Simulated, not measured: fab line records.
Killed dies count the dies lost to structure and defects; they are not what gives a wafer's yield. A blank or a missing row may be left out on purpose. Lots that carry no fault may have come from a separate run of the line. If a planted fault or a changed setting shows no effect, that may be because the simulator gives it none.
What tool caused it?	flow nandHarc	14 lots with 42 wafers sampled at 6 steps, on a route of 1159 steps

## WHAT EACH GAUGE READ, for each wafer
NHARC_P_BONDPAD_THK_MEAS_20: measures by xrf. Usual: thkNm reads 160.9 nm (standard deviation 1.4).
lot	measured	on	thkNm (nm)	flag
L196	day 6 04:29	filmMetro-01	157.6 163.9 161.4	
L198	day 6 14:23	filmMetro-02	162.4 162.3 163.2	
L197	day 6 15:22	filmMetro-01	160.7 160.8 161.9	
L200	day 7 08:17	filmMetro-02	158.6 162.7 161.0	
L199	day 7 08:40	filmMetro-01	161.9 159.5 161.0	
L203	day 7 23:39	filmMetro-02	161.5 160.8 160.4	
L202	day 8 00:25	filmMetro-01	160.3 161.0 161.0	
L211	day 10 03:38	filmMetro-01	159.7 160.7 162.8	
L214	day 10 17:49	filmMetro-02	162.2 158.6 158.5	
L215	day 11 01:35	filmMetro-01	160.6 158.5 160.1	
L216	day 11 11:55	filmMetro-02	160.0 160.4 159.9	
L219	day 11 20:18	filmMetro-01	158.6 160.2 163.3	
L217	day 11 21:12	filmMetro-01	159.8 161.6 161.3	
L218	day 11 21:49	filmMetro-02	160.0 159.4 161.8	

NHARC_A_START_INSPECT_01. Usual: rawDefectCount reads 3.3 (standard deviation 1.8).
lot	measured	on	rawDefectCount	flag
L196	day 6 05:11	defectInspect-02	4 2 3	
L198	day 6 15:04	defectInspect-02	4 5 6	
L197	day 6 16:03	defectInspect-01	1 4 3	
L200	day 7 08:58	defectInspect-02	1 6 4	
L199	day 7 09:23	defectInspect-01	6 2 6	
L203	day 8 00:19	defectInspect-02	0 5 2	
L202	day 8 01:07	defectInspect-01	6 2 2	
L211	day 10 04:21	defectInspect-01	2 6 7	
L214	day 10 18:31	defectInspect-01	4 2 3	
L215	day 11 02:17	defectInspect-01	3 1 6	
L216	day 11 12:34	defectInspect-02	2 1 1	
L219	day 11 20:59	defectInspect-01	3 2 5	
L217	day 11 21:57	defectInspect-02	2 2 3	
L218	day 11 22:30	defectInspect-01	4 3 2	

NHARC_A_SOURCE_PLATE_INSPECT_08. Usual: rawDefectCount reads 56 (standard deviation 24).
lot	measured	on	rawDefectCount	flag
L196	day 7 03:47	defectInspect-02	48 35 26	
L198	day 7 14:15	defectInspect-01	37 43 39	
L197	day 7 14:15	defectInspect-02	34 35 57	
L200	day 8 07:59	defectInspect-02	49 46 78	
L199	day 8 07:59	defectInspect-01	47 36 50	
L203	day 9 01:17	defectInspect-01	919 911 896	OFF
L202	day 9 01:17	defectInspect-02	927 981 982	OFF
L211	day 11 03:23	defectInspect-02	55 57 34	
L214	day 11 20:02	defectInspect-01	47 54 55	
L215	day 12 01:05	defectInspect-01	58 48 40	
L216	day 12 11:20	defectInspect-01	29 52 64	
L219	day 12 19:55	defectInspect-02	21 38 58	
L217	day 12 19:56	defectInspect-01	61 104 61	
L218	day 12 19:56	defectInspect-02	55 61 37	

NHARC_A_ONON_D1_THK_MEAS_02: measures by ellipsometry. Usual: thkNm reads 1000 nm (standard deviation 7.2).
lot	measured	on	thkNm (nm)	flag
L196	day 7 04:21	filmMetro-02	998 997 999	
L198	day 7 14:50	filmMetro-02	1000 1001 1003	
L197	day 7 14:50	filmMetro-01	996 997 997	
L200	day 8 08:34	filmMetro-01	1001 999 1000	
L199	day 8 08:34	filmMetro-02	998 999 1000	
L203	day 9 01:52	filmMetro-01	1002 1003 1003	
L202	day 9 01:52	filmMetro-02	1013 1015 1014	
L211	day 11 03:58	filmMetro-01	1009 1010 1007	
L214	day 11 20:37	filmMetro-01	1000 998 1000	
L215	day 12 01:40	filmMetro-01	1001 1001 1002	
L216	day 12 11:56	filmMetro-02	999 1000 1001	
L219	day 12 20:29	filmMetro-02	1019 1018 1018	
L217	day 12 20:31	filmMetro-02	1004 1003 1006	
L218	day 12 20:31	filmMetro-01	987 987 989	

NHARC_END_SORT_01. Usual: killedAtArray 27, standard deviation 11; killedAtOther 0.6, standard deviation 0.89; killedAtPeriphery 3.0, standard deviation 2.4; killedDies 31, standard deviation 12; killedOpen 3.2, standard deviation 1.6; killedShort 2.0, standard deviation 1.5.
lot	measured	on	killedAtArray	killedAtOther	killedAtPeriphery	killedDies	killedOpen	killedShort	flag
L203	day 21 01:12	prober-02	132 130 98	1 2 4	2 1 4	135 133 106	2 4 2	2 4 5	OFF
L202	day 20 16:35	prober-02	87 108 90	0 2 0	6 6 2	93 116 92	5 4 1	0 3 1	OFF

## WHAT TOOL EACH LOT RAN ON (gives the tool, then ch and the chambers of the sampled wafers, and finally the start)
lot	NHARC_A_SOURCE_PLATE_PRECLEAN_00
L196	wetBench-02 ch 0,1,2, day 6 07:33
L198	wetBench-05 ch 2,6,7, day 6 17:33
L197	wetBench-05 ch 0,2,3, day 6 18:25
L200	wetBench-02 ch 0,4,5, day 7 11:20
L199	wetBench-02 ch 0,3,7, day 7 11:37
L203	wetBench-02 ch 2,4,5, day 8 02:33
L202	wetBench-02 ch 5,6,7, day 8 03:23
L211	wetBench-05 ch 0,3,6, day 10 06:37
L214	wetBench-04 ch 3,4,6, day 10 21:00
L215	wetBench-05 ch 0,1,6, day 11 04:40
L216	wetBench-04 ch 4,5,6, day 11 14:49
L219	wetBench-04 ch 1,3,4, day 11 23:21
L217	wetBench-02 ch 1,3,7, day 12 00:18
L218	wetBench-05 ch 1,6,7, day 12 00:51
- NHARC_A_SOURCE_PLATE_PRECLEAN_00: cleans in HF-LAST, time 60 s.

## AS READ BY THE TOOLS THEMSELVES (means over the sampled wafers that have a number; for cases with no such wafer, the mark the record gives instead)
The record holds no such reading with a usual standard deviation.

## THE ANSWER, worked out from the rows above alone
Rule: a lot counts as off when the mean over its wafers that have a number is more than 3 standard deviations away from the usual mean. A lot without any number at a reading at which 4 lots or more have one is off too. Any other lot the step has rows for is counted as sound. First the gauges in route order, then the tools' own readings, where a lot's mean is used as printed above. The first step at which some lot is off is used, and at that step the reading that is off furthest; a lot without a number counts as furthest.
Off, at NHARC_A_SOURCE_PLATE_INSPECT_08 on rawDefectCount: L203, L202.
A tool fits if, at a process step before that reading, it ran every lot that is off, and no sound lot after the first of them. Not tried: the gauges at NHARC_A_SOURCE_PLATE_INSPECT_08; whatever is off there is also off at NHARC_END_SORT_01, on other tools, and gauge error can't account for it. Of those tried, none fits.

## WHAT WAS PUT IN BY THE SIMULATOR
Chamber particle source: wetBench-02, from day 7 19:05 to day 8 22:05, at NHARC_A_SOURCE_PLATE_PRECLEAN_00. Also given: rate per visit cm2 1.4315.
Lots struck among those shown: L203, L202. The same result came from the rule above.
